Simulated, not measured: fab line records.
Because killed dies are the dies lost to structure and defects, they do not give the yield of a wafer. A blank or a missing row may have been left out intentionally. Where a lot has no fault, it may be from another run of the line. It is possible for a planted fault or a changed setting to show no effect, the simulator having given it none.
The tool behind it: which one? | flow nand_harc | 13 lots with 39 wafers sampled at 5 steps, on a route of 1302 steps

== WHAT THE GAUGES READ, wafer by wafer ==
NHARC_A_M0_CD_MEAS_09: target cd 80 nm.
lot  | measured     | on        | cd_nm (nm)
L767 | day 22 17:14 | cd_sem-01 | 80.0 80.7 80.2
L768 | day 23 12:47 | cd_sem-03 | 78.6 79.9 79.4
L770 | day 24 00:35 | cd_sem-01 | 79.4 80.4 80.1
L772 | day 24 00:05 | cd_sem-01 | 80.1 80.0 80.0
L771 | day 24 04:52 | cd_sem-01 | 78.4 79.7 79.7
L769 | day 24 06:20 | cd_sem-01 | 80.1 80.2 80.4
L773 | day 25 08:37 | cd_sem-03 | 79.0 78.8 78.6
L775 | day 25 18:52 | cd_sem-02 | 78.1 79.8 79.1
L778 | day 27 12:34 | cd_sem-01 | 77.8 72.7 74.0
L785 | day 30 05:50 | cd_sem-03 | 79.8 79.2 80.5
L786 | day 30 20:17 | cd_sem-03 | 79.5 79.1 79.5
L788 | day 31 07:17 | cd_sem-01 | 79.8 79.1 78.8
L790 | day 32 22:59 | cd_sem-03 | 79.6 80.1 79.5

== WHICH TOOL RAN EACH LOT (tool, then ch and the chambers of the sampled wafers, then the start) ==
lot  | NHARC_A_BLC_DESCUM_15              | NHARC_A_BLC_ETCH_16                | NHARC_A_BLC_ETCH_17                           | NHARC_A_M0_EXPOSE_06
L767 | rie_diel-13 ch 1,2, day 22 13:17   | rie_diel-13 ch 1,3, day 22 13:23   | rie_diel-13 ch 0,3, day 22 17:05 or earlier   | arfi_scanner-02 ch 0, day 22 17:05
L768 | rie_diel-07 ch 1,2, day 23 08:53   | rie_diel-07 ch 1,2, day 23 08:58   | rie_diel-07 ch 1,2, day 23 12:38 or earlier   | arfi_scanner-01 ch 0, day 23 12:38
L770 | rie_diel-13 ch 0,1, day 23 20:03   | rie_diel-13 ch 0,1, day 23 20:12   | rie_diel-13 ch 0,1, day 23 20:19              | arfi_scanner-01 ch 0, day 24 00:27
L772 | rie_diel-07 ch 0,1,3, day 23 20:14 | rie_diel-07 ch 1,2,3, day 23 20:19 | rie_diel-07 ch 0,1, day 23 23:57 or earlier   | arfi_scanner-02 ch 0, day 23 23:57
L771 | rie_diel-05 ch 0,1, day 24 00:57   | rie_diel-05 ch 0,1, day 24 01:05   | rie_diel-05 ch 1,2,3, day 24 04:44 or earlier | arfi_scanner-03 ch 0, day 24 04:44
L769 | rie_diel-13 ch 0,1,2, day 24 02:26 | rie_diel-13 ch 0,1,2, day 24 02:32 | rie_diel-13 ch 0,1,2, day 24 06:12 or earlier | arfi_scanner-03 ch 0, day 24 06:12
L773 | rie_diel-07 ch 1,2, day 25 04:47   | rie_diel-07 ch 0,2, day 25 04:52   | rie_diel-07 ch 0,2,3, day 25 08:29 or earlier | arfi_scanner-02 ch 0, day 25 08:29
L775 | rie_diel-13 ch 0,2, day 25 14:50   | rie_diel-13 ch 0,1,2, day 25 14:57 | rie_diel-13 ch 0,1, day 25 18:43 or earlier   | arfi_scanner-03 ch 0, day 25 18:43
L778 | rie_diel-13 ch 0,2, day 27 08:07   | rie_diel-13 ch 1,2, day 27 08:12   | rie_diel-13 ch 0,1, day 27 12:25 or earlier   | arfi_scanner-02 ch 0, day 27 12:25
L785 | rie_diel-07 ch 0,2, day 30 01:48   | rie_diel-07 ch 0,1, day 30 01:53   | rie_diel-07 ch 1,2, day 30 05:41 or earlier   | arfi_scanner-02 ch 0, day 30 05:41
L786 | rie_diel-07 ch 0,1,2, day 30 16:17 | rie_diel-07 ch 0,2, day 30 16:23   | rie_diel-07 ch 0,1, day 30 20:09 or earlier   | arfi_scanner-01 ch 0, day 30 20:09
L788 | rie_diel-13 ch 0,3, day 31 03:24   | rie_diel-13 ch 0,1,3, day 31 03:29 | rie_diel-13 ch 0,1,2, day 31 07:10 or earlier | arfi_scanner-03 ch 0, day 31 07:10
L790 | rie_diel-13 ch 0,2, day 32 19:08   | rie_diel-13 ch 1,2,3, day 32 19:14 | rie_diel-13 ch 1,3, day 32 22:51 or earlier   | arfi_scanner-01 ch 0, day 32 22:51
- NHARC_A_BLC_DESCUM_15: chemistry O2, time 3 s.
- NHARC_A_BLC_ETCH_16: etches the open film in CF4, target depth 39 nm, time 65 s.
- NHARC_A_BLC_ETCH_17: etches the open film in N2/H2, target depth 390 nm, time 609.38 s.
- NHARC_A_M0_EXPOSE_06: exposes mask A M0, target cd 80 nm.

== WHAT THE TOOLS THEMSELVES READ (means of the sampled wafers that have a number; where no wafer has one, the mark that the record gives instead) ==
NHARC_A_BLC_DESCUM_15.
lot  | tool        | drypump_motor_current_A (A) | oes_product_au (a.u.) | rf_vpp_V (V) | showerhead_plenum_p_Torr (Torr) | throttle_valve_pct (%)
L767 | rie_diel-13 | 5.7                         | 1.006                 | 58.1         | 1.92                            | 11.308
L768 | rie_diel-07 | 5.1                         | 1.001                 | 58.3         | 1.80                            | 11.305
L770 | rie_diel-13 | 5.9                         | 1.002                 | 58.0         | 1.92                            | 11.310
L772 | rie_diel-07 | 5.3                         | 0.992                 | 57.3         | 1.80                            | 11.315
L771 | rie_diel-05 | 6.4                         | 0.983                 | 57.1         | 1.90                            | 11.306
L769 | rie_diel-13 | 5.8                         | 0.999                 | 57.3         | 1.92                            | 11.307
L773 | rie_diel-07 | 5.1                         | 1.004                 | 57.6         | 1.80                            | 11.310
L775 | rie_diel-13 | 5.9                         | 0.995                 | 57.4         | 1.96                            | 11.321
L778 | rie_diel-13 | 5.9                         | 1.000                 | 58.9         | 1.97                            | 11.311
L785 | rie_diel-07 | 5.3                         | 1.003                 | 56.9         | 1.78                            | 11.315
L786 | rie_diel-07 | 5.1                         | 1.001                 | 57.9         | 1.79                            | 11.305
L788 | rie_diel-13 | 5.9                         | 0.993                 | 58.2         | 1.93                            | 11.307
L790 | rie_diel-13 | 6.0                         | 0.992                 | 58.0         | 1.95                            | 11.311

NHARC_A_BLC_ETCH_16.
lot  | tool        | bias_w (W) | drypump_motor_current_A (A) | oes_product_au (a.u.) | rf_vpp_V (V) | showerhead_plenum_p_Torr (Torr) | throttle_valve_pct (%)
L767 | rie_diel-13 | 100.28     | 5.6                         | 0.995                 | 151.4        | 1.71                            | 13.286
L768 | rie_diel-07 | 100.12     | 5.1                         | 1.005                 | 149.5        | 1.67                            | 13.299
L770 | rie_diel-13 | 100.07     | 5.8                         | 1.005                 | 151.6        | 1.77                            | 13.272
L772 | rie_diel-07 | 100.14     | 5.3                         | 1.002                 | 149.0        | 1.67                            | 13.284
L771 | rie_diel-05 | 100.04     | 6.4                         | 0.980                 | 151.5        | 1.76                            | 13.275
L769 | rie_diel-13 | 99.74      | 5.8                         | 1.000                 | 151.4        | 1.78                            | 13.278
L773 | rie_diel-07 | 100.08     | 5.3                         | 0.983                 | 149.8        | 1.65                            | 13.283
L775 | rie_diel-13 | 100.00     | 5.8                         | 0.999                 | 151.0        | 1.78                            | 13.288
L778 | rie_diel-13 | 100.16     | 5.7                         | 0.994                 | 151.5        | 1.74                            | 13.282
L785 | rie_diel-07 | 100.06     | 5.0                         | 0.998                 | 149.8        | 1.67                            | 13.280
L786 | rie_diel-07 | 99.85      | 5.3                         | 1.001                 | 150.2        | 1.66                            | 13.279
L788 | rie_diel-13 | 99.85      | 5.8                         | 0.988                 | 151.5        | 1.75                            | 13.295
L790 | rie_diel-13 | 99.92      | 5.7                         | 1.005                 | 150.8        | 1.75                            | 13.268

NHARC_A_BLC_ETCH_17.
lot  | tool        | bias_w (W) | drypump_motor_current_A (A) | oes_product_au (a.u.) | rf_vpp_V (V) | showerhead_plenum_p_Torr (Torr) | throttle_valve_pct (%)
L767 | rie_diel-13 | 150.0      | 5.8                         | 0.995                 | 430.2        | 2.04                            | 14.164
L768 | rie_diel-07 | 150.1      | 5.0                         | 1.001                 | 428.0        | 1.92                            | 14.171
L770 | rie_diel-13 | 149.7      | 5.9                         | 1.001                 | 430.4        | 2.04                            | 14.164
L772 | rie_diel-07 | 149.8      | 5.0                         | 0.997                 | 427.6        | 1.92                            | 14.169
L771 | rie_diel-05 | 149.9      | 5.7                         | 0.997                 | 431.0        | 2.04                            | 14.177
L769 | rie_diel-13 | 150.0      | 5.8                         | 1.002                 | 431.6        | 2.05                            | 14.169
L773 | rie_diel-07 | 150.3      | 5.4                         | 0.987                 | 426.9        | 1.91                            | 14.169
L775 | rie_diel-13 | 150.1      | 5.7                         | 0.986                 | 429.3        | 2.00                            | 14.171
L778 | rie_diel-13 | 149.7      | 5.7                         | 1.006                 | 430.1        | 2.00                            | 14.170
L785 | rie_diel-07 | 150.4      | 5.1                         | 1.005                 | 427.3        | 1.91                            | 14.170
L786 | rie_diel-07 | 150.1      | 5.2                         | 0.999                 | 426.0        | 1.90                            | 14.169
L788 | rie_diel-13 | 149.9      | 5.8                         | 1.001                 | 430.6        | 2.04                            | 14.170
L790 | rie_diel-13 | 149.8      | 5.7                         | 0.995                 | 429.6        | 1.98                            | 14.174

NHARC_A_M0_EXPOSE_06.
lot  | tool            | exposure_dose_mJ_cm2
L767 | arfi_scanner-02 | 83.13
L768 | arfi_scanner-01 | 83.26
L770 | arfi_scanner-01 | 83.19
L772 | arfi_scanner-02 | 83.27
L771 | arfi_scanner-03 | 83.22
L769 | arfi_scanner-03 | 83.22
L773 | arfi_scanner-02 | 83.10
L775 | arfi_scanner-03 | 83.23
L778 | arfi_scanner-02 | 84.10
L785 | arfi_scanner-02 | 83.18
L786 | arfi_scanner-01 | 83.21
L788 | arfi_scanner-03 | 83.22
L790 | arfi_scanner-01 | 83.12

== THE ANSWER, worked out from the rows above alone ==
Rule: what is usual is taken from the lots themselves. The widest of any qualifying gaps counts: lots, ordered by their means at a reading, are off when they make up no more than a third of the lots, leave a main group of 4 or more, and stand apart from it by 3 or more times the standard deviation of that group's means. If all means in a main group match to the digits the tables above print for the reading, that group is not used. Also off: a lot with no number at a reading for which 4 or more lots have one. All remaining lots with rows at the step are treated as sound. After the gauges, taken in route order, come the tools' own readings; for these a lot's mean is taken, as printed above. At the first step where some lot is off, the reading lying furthest off is the one used; lots without a number count as furthest.
Off: L778 (NHARC_A_M0_CD_MEAS_09, cd_nm). The main group has a mean of 79.6 nm with a standard deviation of 0.47.
A tool fits if, at a process step before that reading, it ran every lot that is off, and no sound lot after the first of them. Not tried: the gauges at NHARC_A_M0_CD_MEAS_09; whatever is off there is also off at NHARC_A_M0_EXPOSE_06, on other tools, and gauge error can't account for it. NHARC_A_BLC_ETCH_17 gives no start for some lots, so the hours and the order of its lots are those of NHARC_A_M0_EXPOSE_06. Not one of the candidates tried fits.

== WHAT THE SIMULATOR HAD INSERTED ==
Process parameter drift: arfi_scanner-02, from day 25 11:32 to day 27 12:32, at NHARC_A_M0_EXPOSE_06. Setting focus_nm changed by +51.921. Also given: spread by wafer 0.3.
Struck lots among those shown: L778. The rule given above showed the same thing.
